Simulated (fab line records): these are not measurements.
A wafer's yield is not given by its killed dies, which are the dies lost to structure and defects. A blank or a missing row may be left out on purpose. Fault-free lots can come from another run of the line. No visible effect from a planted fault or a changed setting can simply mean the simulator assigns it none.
The tool behind it: which one? :: flow nand_harc :: 18 wafers from 6 lots sampled at 2 of the route's 1302 steps

WHAT EACH GAUGE READ, for each wafer
NHARC_P_STI_OVL_MEAS_10.
lot: L964
measured: day 3 07:56
on: overlay-02
overlay_x_nm (nm): 2 2 1

lot: L967
measured: day 4 13:48
on: overlay-02
overlay_x_nm (nm): 3 3 2

lot: L972
measured: day 6 16:31
on: overlay-02
overlay_x_nm (nm): -2 -2 -2

lot: L976
measured: day 8 06:16
on: overlay-02
overlay_x_nm (nm): 6 6 6

lot: L981
measured: day 10 09:20
on: overlay-02
overlay_x_nm (nm): 4 5 5

lot: L985
measured: day 12 01:04
on: overlay-02
overlay_x_nm (nm): 1 1 1

TOOL THAT RAN EACH LOT (tool first, then ch and the chambers of the sampled wafers, then the start)
lot: L964
NHARC_P_ZERO_WELL_DESCUM_26: rie_diel-05 ch 1,3, day 2 09:44

lot: L967
NHARC_P_ZERO_WELL_DESCUM_26: rie_diel-01 ch 1,2,3, day 3 14:50

lot: L972
NHARC_P_ZERO_WELL_DESCUM_26: rie_diel-01 ch 0,1,2, day 5 16:41

lot: L976
NHARC_P_ZERO_WELL_DESCUM_26: rie_diel-05 ch 1,3, day 7 08:41

lot: L981
NHARC_P_ZERO_WELL_DESCUM_26: rie_diel-01 ch 0,1,3, day 9 10:31

lot: L985
NHARC_P_ZERO_WELL_DESCUM_26: rie_diel-05 ch 1,2,3, day 11 02:43
- NHARC_P_ZERO_WELL_DESCUM_26: chemistry O2, time 3 s.

THE ANSWER, worked out from the rows above alone
Rule: what is usual is taken from the lots themselves. Put in order of their means at a reading, lots are off if they are a third of the lots or fewer, leave a main group of 4 or more, and stand apart from it by a gap of 3 or more times the standard deviation of the main group's means; of several such gaps the widest counts. The tables above print the reading to a certain number of digits; a main group whose means all agree to those digits is not used. Also off: a lot with no number at a reading for which 4 or more lots have one. Where the step has rows for the other lots, those lots are counted as sound.
None of the lots is off at any reading shown; this tells nothing.

WHAT HAD BEEN PUT IN BY THE SIMULATOR
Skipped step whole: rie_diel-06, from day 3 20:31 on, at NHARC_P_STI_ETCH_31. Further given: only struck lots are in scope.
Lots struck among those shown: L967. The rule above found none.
